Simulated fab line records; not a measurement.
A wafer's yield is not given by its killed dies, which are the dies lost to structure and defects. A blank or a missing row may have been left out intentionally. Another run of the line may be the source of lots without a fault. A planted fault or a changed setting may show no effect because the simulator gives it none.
The tool behind it: which one? -- flow n5_finfet -- Sampling: 10 lots, 30 wafers, 5 of 1938 route steps

== WHAT THE GAUGES SHOWED, per wafer ==
N5_BEOL_M13_INSPECT_55: inspects for defects (darkfield). Usual: raw_defect_count reads 67 (standard deviation 22).
lot,measured,on,raw_defect_count,flag
L833,day 13 01:32,defect_inspect-02,77 52 71,
L836,day 13 16:17,defect_inspect-02,84 47 110,
L839,day 13 20:22,defect_inspect-01,76 78 57,
L838,day 14 01:05,defect_inspect-01,67 51 68,
L837,day 14 12:28,defect_inspect-01,37 40 63,
L840,day 14 12:47,defect_inspect-02,102 54 49,
L847,day 17 04:06,defect_inspect-01,55 106 50,
L853,day 18 17:26,defect_inspect-02,71 68 90,
L852,day 18 16:58,defect_inspect-01,41 71 68,
L854,day 18 17:10,defect_inspect-02,59 69 42,

N5_BEOL_M14_THK_MEAS_01. Usual: M14_ILD_THK 1114 nm, standard deviation 15.
lot,measured,on,M14_ILD_THK (nm),flag
L833,day 13 01:46,film_metro-01,1101 1117 1112,
L836,day 13 16:31,film_metro-01,1105 1134 1131,
L839,day 13 20:35,film_metro-01,1130 1113 1123,
L838,day 14 01:18,film_metro-01,1114 1111 1123,
L837,day 14 12:41,film_metro-01,1103 1119 1139,
L840,day 14 13:01,film_metro-02,1096 1107 1115,
L847,day 17 04:20,film_metro-02,1026 1115 1121,
L853,day 18 17:40,film_metro-02,1105 1107 1120,
L852,day 18 17:12,film_metro-02,1119 1129 1062,
L854,day 18 17:23,film_metro-01,1105 1120 1119,

N5_BEOL_M14_CD_MEAS_10 targets a cd of 250 nm. Usual: cd_nm reads 249.9 nm (standard deviation 1.5).
lot,measured,on,cd_nm (nm),flag
L833,day 13 02:04,cd_sem-01,251.3 251.8 248.4,
L836,day 13 16:56,cd_sem-03,247.5 247.7 250.4,
L839,day 13 21:01,cd_sem-02,246.8 250.5 247.3,
L838,day 14 01:44,cd_sem-01,250.4 251.3 252.2,
L837,day 14 13:07,cd_sem-01,249.0 250.6 251.0,
L840,day 14 13:26,cd_sem-03,250.4 249.0 247.7,
L847,day 17 04:46,cd_sem-02,250.4 247.1 249.6,
L853,day 18 18:01,cd_sem-02,248.9 249.3 253.5,
L852,day 18 17:38,cd_sem-02,250.5 249.8 251.7,
L854,day 18 17:59,cd_sem-01,250.0 249.8 247.5,

== WHAT TOOL EACH LOT RAN ON (gives the tool, then ch and the chambers of the sampled wafers, and finally the start) ==
lot,N5_BEOL_M13_ETCH_67,N5_BEOL_M14_ILD_DEP_00
L833,"rie_diel-03 ch 2,3, day 12 19:58","pecvd-01 ch 0,1,2, day 13 01:34"
L836,"rie_diel-02 ch 0,2,3, day 13 13:34","pecvd-04 ch 0,2, day 13 16:19"
L839,"rie_diel-01 ch 0,1,2, day 13 16:54","pecvd-03 ch 0,1,2, day 13 20:29"
L838,"rie_diel-03 ch 0,1, day 13 22:56","pecvd-04 ch 0,1,2, day 14 01:07"
L837,"rie_diel-01 ch 0,1, day 14 07:48","pecvd-04 ch 0,1,2, day 14 12:30"
L840,"rie_diel-03 ch 0,1,3, day 14 09:35","pecvd-01 ch 0,2, day 14 12:49"
L847,"rie_diel-01 ch 2,3, day 17 00:48","pecvd-01 ch 1,2, day 17 04:08"
L853,"rie_diel-01 ch 0,3, day 18 09:51","pecvd-03 ch 0,1,2, day 18 17:29"
L852,"rie_diel-02 ch 0,3, day 18 10:44","pecvd-01 ch 0,1, day 18 17:01"
L854,"rie_diel-02 ch 0,2, day 18 13:07","pecvd-04 ch 1,2, day 18 17:11"
- N5_BEOL_M13_ETCH_67: etches SiARC in CF4, target depth 143 nm, time 238.3 s.
- N5_BEOL_M14_ILD_DEP_00: deposits SiO2 from TEOS/O2, target thk 1119.3 nm, time 237.4 s.

== WHAT THE TOOLS THEMSELVES READ (means of the sampled wafers that have a number; where no wafer has one, the mark that the record gives instead) ==
N5_BEOL_M13_ETCH_67. Usual: for drypump_motor_current_A, 5.7 A with a standard deviation of 0.33; for etch_rf_on_time_s, 236 s with a standard deviation of 5.7; for mfc_ar_sccm, 99.98 sccm with a standard deviation of 0.3; for oes_product_au, 0.66 a.u. with a standard deviation of 0.081; for rf_vpp_V, 184.1 V with a standard deviation of 1.1; for showerhead_plenum_p_Torr, 2.15 Torr with a standard deviation of 0.064; for throttle_valve_pct, 15.82 % with a standard deviation of 0.22.
lot,tool,drypump_motor_current_A (A),etch_rf_on_time_s (s),mfc_ar_sccm (sccm),oes_product_au (a.u.),rf_vpp_V (V),showerhead_plenum_p_Torr (Torr),throttle_valve_pct (%),flag
L833,rie_diel-03,5.4,239,100.14,0.62,183.7,2.13,15.97,
L836,rie_diel-02,5.5,236,100.06,0.68,184.0,2.16,15.72,
L839,rie_diel-01,5.8,239,100.23,0.60,184.3,2.15,15.98,
L838,rie_diel-03,5.6,231,100.01,0.67,184.4,2.16,15.70,
L837,rie_diel-01,5.8,241,100.18,0.59,184.0,2.12,15.95,
L840,rie_diel-03,5.6,232,100.02,0.66,184.7,2.16,15.82,
L847,rie_diel-01,6.1,231,99.80,0.60,183.6,2.08,15.92,
L853,rie_diel-01,6.2,234,100.02,0.67,183.6,2.06,15.71,
L852,rie_diel-02,5.5,239,100.20,0.68,183.5,2.14,15.56,
L854,rie_diel-02,5.7,228,100.33,0.77,184.0,2.10,15.54,

N5_BEOL_M14_ILD_DEP_00. Usual: heater_power_w 494 W, standard deviation 71; run_length_s 280.5 s, standard deviation 0.69; showerhead_plenum_p_Torr 8.36 Torr, standard deviation 0.03; throttle_valve_pct 18.6 %, standard deviation 1.1.
lot,tool,heater_power_w (W),run_length_s (s),showerhead_plenum_p_Torr (Torr),throttle_valve_pct (%),flag
L833,pecvd-01,421,279.9,8.34,17.9,
L836,pecvd-04,417,281.0,8.32,18.7,
L839,pecvd-03,563,280.5,8.37,18.5,
L838,pecvd-04,461,280.8,8.34,19.0,
L837,pecvd-04,480,280.8,8.35,19.1,
L840,pecvd-01,516,280.0,8.36,17.6,
L847,pecvd-01,459,276.0,8.37,17.7,OFF
L853,pecvd-03,518,280.6,8.37,18.8,
L852,pecvd-01,522,275.5,8.34,18.1,OFF
L854,pecvd-04,516,280.8,8.38,19.3,

== THE ANSWER, worked out from the rows above alone ==
Rule: take the mean of a lot's wafers that have a number; if it is more than 3 standard deviations from the usual mean, the lot is off. A lot without any number at a reading at which 4 lots or more have one is off too. All remaining lots with rows at the step are treated as sound. The gauges are gone through in route order, then the tools' own readings, and for those a lot's mean is taken as printed above. The first step at which some lot is off is used, and at that step the reading that is off furthest; a lot without a number counts as furthest.
Off: L847, L852, at N5_BEOL_M14_ILD_DEP_00 (run_length_s).
A tool fits if, at that step or a process step before it, it ran every lot that is off, and no sound lot after the first of them. One fits: N5_BEOL_M14_ILD_DEP_00 on pecvd-01. A fault onset in the window from L840 (day 14 12:49, its last sound lot) to L847 (day 17 04:08, its first lot off) fits.
The tool's own readings at N5_BEOL_M14_ILD_DEP_00 bear it out: on the lots that are off they differ by more than 5 times the standard deviation of the sound lots' means. run_length_s reads 275.8 s there against 280.6 s on the sound lots.

== WHAT THE SIMULATOR HAD INSERTED ==
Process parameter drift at N5_BEOL_M14_ILD_DEP_00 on pecvd-01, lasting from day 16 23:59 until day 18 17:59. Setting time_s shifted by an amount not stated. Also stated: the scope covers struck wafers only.
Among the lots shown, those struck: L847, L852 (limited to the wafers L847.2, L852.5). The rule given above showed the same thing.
